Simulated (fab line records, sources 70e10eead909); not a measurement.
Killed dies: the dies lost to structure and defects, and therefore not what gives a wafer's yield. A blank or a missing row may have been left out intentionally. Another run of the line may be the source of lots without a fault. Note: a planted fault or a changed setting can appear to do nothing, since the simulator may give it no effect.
Matching of chambers / flow nandHarc / 3 sister chambers for NHARC_A_M1_DEP_33 on pecvd-03
The step deposits SiCN, target thk 30 nm. 20 wafers are shown with their chamber, then 10 later ones without.

## WAFERS WITH THEIR CHAMBER
wafer=L076.2; chamber=0; heaterPowerW (W)=707
wafer=L076.3; chamber=2; heaterPowerW (W)=633
wafer=L076.5; chamber=1; heaterPowerW (W)=508
wafer=L077.1; chamber=0; heaterPowerW (W)=741
wafer=L077.2; chamber=1; heaterPowerW (W)=541
wafer=L077.3; chamber=2; heaterPowerW (W)=677
wafer=L080.3; chamber=1; heaterPowerW (W)=577
wafer=L080.4; chamber=2; heaterPowerW (W)=704
wafer=L080.6; chamber=0; heaterPowerW (W)=708
wafer=L083.1; chamber=0; heaterPowerW (W)=743
wafer=L083.3; chamber=2; heaterPowerW (W)=642
wafer=L083.6; chamber=2; heaterPowerW (W)=643
wafer=L084.2; chamber=0; heaterPowerW (W)=686
wafer=L084.3; chamber=1; heaterPowerW (W)=620
wafer=L084.4; chamber=1; heaterPowerW (W)=594
wafer=L091.1; chamber=1; heaterPowerW (W)=636
wafer=L091.2; chamber=2; heaterPowerW (W)=574
wafer=L091.3; chamber=0; heaterPowerW (W)=768
wafer=L091.4; chamber=0; heaterPowerW (W)=616
wafer=L091.5; chamber=2; heaterPowerW (W)=576

SIGNATURES (averages over the wafers above)
reading=heaterPowerW; chamber 0=709.86; chamber 1=579.33; chamber 2=635.57; scatter within a chamber=48.7
Rule: for a wafer and a chamber, the distance is found by dividing, reading by reading, the gap between the wafer's reading and the chamber's mean by the reading's scatter, squaring, summing and taking the root. The wafer belongs to the nearest chamber; if the next one is less than 2 further off, it can't be placed. The scatter: take each reading less its chamber's mean, square it, sum over the shown wafers, divide by the number of wafers less the number of chambers, and take the root.

## WAFERS MISSING THEIR CHAMBER
wafer=L091.6; heaterPowerW (W)=618
wafer=L090.3; heaterPowerW (W)=632
wafer=L090.4; heaterPowerW (W)=649
wafer=L090.5; heaterPowerW (W)=628
wafer=L092.1; heaterPowerW (W)=723
wafer=L092.5; heaterPowerW (W)=632
wafer=L092.6; heaterPowerW (W)=708
wafer=L095.3; heaterPowerW (W)=714
wafer=L095.5; heaterPowerW (W)=643
wafer=L095.6; heaterPowerW (W)=720

## WHICH CHAMBER EACH ONE RAN IN
wafer=L091.6; from the rows above=can't be placed: 2 or 1 or 0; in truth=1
wafer=L090.3; from the rows above=can't be placed: 2 or 1 or 0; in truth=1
wafer=L090.4; from the rows above=can't be placed: 2 or 0 or 1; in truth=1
wafer=L090.5; from the rows above=can't be placed: 2 or 1 or 0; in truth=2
wafer=L092.1; from the rows above=can't be placed: 0 or 2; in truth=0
wafer=L092.5; from the rows above=can't be placed: 2 or 1 or 0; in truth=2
wafer=L092.6; from the rows above=can't be placed: 0 or 2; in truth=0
wafer=L095.3; from the rows above=can't be placed: 0 or 2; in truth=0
wafer=L095.5; from the rows above=can't be placed: 2 or 1 or 0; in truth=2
wafer=L095.6; from the rows above=can't be placed: 0 or 2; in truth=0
Correct placement for 0 of the 10. Not placeable from these rows: 10 (in 10, the candidates include the true chamber). 0 placed wrongly.
